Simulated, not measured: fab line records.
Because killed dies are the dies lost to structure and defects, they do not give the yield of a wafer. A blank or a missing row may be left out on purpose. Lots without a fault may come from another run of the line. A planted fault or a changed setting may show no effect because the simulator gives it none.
Split-lot trial ; flow n5-finfet ; 7 lots, 21 wafers read, on a route of 1938 steps

== SPLIT DETAILS ==
At N5_DUMMY_GATE_COAT_35 (time 60 s, resist thk 10 nm), the setting spin-rpm was moved away from the recipe's 1500 rpm on 9 of the 21 wafers read, by -8.0% to +9.7%. The other wafers ran this setting at the recipe's value.

== FROM THE SPLIT TO THE READING: what the file shows between them, 4 steps ==
- N5_DUMMY_GATE_COAT_28: time 60 s, resist thk 10 nm
- N5_DUMMY_GATE_COAT_09: resist thk 30 nm
- N5_DUMMY_GATE_ETCH_29: etches underlayer in N2/H2, target depth 13 nm
- N5_DUMMY_GATE_ETCH_36: etches SiARC in CF4, target depth 13 nm

== THE READING ==
SiARC_of_DUMMY_GATE_COAT_35.thk-nm (the simulator's own value, which no gauge read), in nm, at N5_DUMMY_GATE_ETCH_37 (etches SOC in N2/H2, target depth 60 nm, overetch 30 nm). There is no usual value for it anywhere in the file. Average 5.0 nm, standard deviation 0.15 nm, over the 12 wafers here run with the recipe.

wafer;tool, chamber at the split;spin-rpm as run, rpm;against the recipe;SiARC_of_DUMMY_GATE_COAT_35.thk-nm, nm;against lot-mates on the recipe
L081.3;litho-track-05, 0;1500;recipe;4.8;-
L081.4;litho-track-05, 0;1500;recipe;4.8;-
L081.5;litho-track-05, 0;1500;recipe;4.8;-
L082.1;litho-track-05, 0;1500;recipe;5;-
L082.2;litho-track-05, 0;1500;recipe;5.2;-
L082.5;litho-track-05, 0;1419;-5.4%;5.2;+0.1
L087.3;litho-track-05, 0;1500;recipe;5.2;-
L087.4;litho-track-05, 0;1640;+9.3%;4.6;-0.6
L087.5;litho-track-05, 0;1640;+9.3%;4.8;-0.4
L089.2;litho-track-05, 0;1500;recipe;5;-
L089.4;litho-track-05, 0;1380;-8.0%;5.4;+0.4
L089.6;litho-track-05, 0;1380;-8.0%;5.4;+0.4
L091.2;litho-track-05, 0;1435;-4.3%;5.4;+0.2
L091.5;litho-track-05, 0;1435;-4.3%;5.2;+0.0
L091.6;litho-track-05, 0;1500;recipe;5.2;-
L093.1;litho-track-02, 0;1500;recipe;5.2;-
L093.3;litho-track-02, 0;1500;recipe;5;-
L093.5;litho-track-02, 0;1645;+9.7%;4.6;-0.5
L097.1;litho-track-02, 0;1587;+5.8%;4.6;-0.4
L097.5;litho-track-02, 0;1500;recipe;5;-
L097.6;litho-track-02, 0;1500;recipe;5;-

THE FIT
A straight line over all 21 wafers: SiARC_of_DUMMY_GATE_COAT_35.thk-nm changes by -0.0443 nm for each +1% of spin-rpm; r = -0.85; the points scatter about the line by 0.14 nm.
The same after taking each lot's own level away (the mean of its wafers on the recipe; 21 wafers): -0.0487 nm for each +1%; r = -0.95; scatter 0.084 nm.
According to that fit, moving spin-rpm by its largest amount changes the reading by 0.47 nm.
From 4.80 to 5.20 nm: that is the span of the lots' own levels, equal to 2.6 times the standard deviation above.
Hence the lot-to-lot level has little effect on the slope; both slopes agree.
Check: with one of the wafers moved furthest among these (+9.7%) left out of the fit, the line predicts -0.5 nm for it against its lot-mates. Against them it came out at -0.5 nm.

== ADDITIONAL SPLITS CARRIED BY THESE WAFERS ==
These wafers also went through other splits before the reading. Each is held against what the fit with the lots' levels taken away leaves over:
other split on the same wafers;wafers away from the commonest value;r with SiARC_of_DUMMY_GATE_COAT_35.thk-nm (lot level and that fit taken away)
N5_ZERO_LAYER_ETCH_18 icp-w;8;-0.09
N5_PMOS_HMC_CHANNEL_EPI_PEB_07 peb-time-s;4;-0.18
N5_PMOS_HMC_CHANNEL_EPI_DEVELOP_08 develop-time-s;8;+0.15
N5_FIN_SAQP_EXPOSE_13 dose-mj;6;-0.34
N5_FIN_SAQP_DEVELOP_15 develop-time-s;0;-
N5_FIN_SAQP_ETCH_34 source-w;5;-0.14
N5_DUMMY_GATE_PECVD_30 time-s;12;+0.12

== THE WHOLE CHAIN: every reading that the file lists as answering this split, in the file's order ==
step;what it does;reading;change (the file's fit);r (the file's)
N5_DUMMY_GATE_COAT_35;time 60 s, resist thk 10 nm;SiARC_of_DUMMY_GATE_COAT_35.thk-nm (the simulator's own value, which no gauge read);-0.0426 nm for each +1% of the setting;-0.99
N5_DUMMY_GATE_ETCH_37;etches SOC in N2/H2, target depth 60 nm, overetch 30 nm;SiARC_of_DUMMY_GATE_COAT_35.thk-nm (the simulator's own value, which no gauge read);-0.049 nm for each +1% of the setting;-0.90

== THE FILE'S OWN FIT ==
SiARC_of_DUMMY_GATE_COAT_35.thk-nm changes by -0.049 nm for each +1% of spin-rpm, r = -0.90.
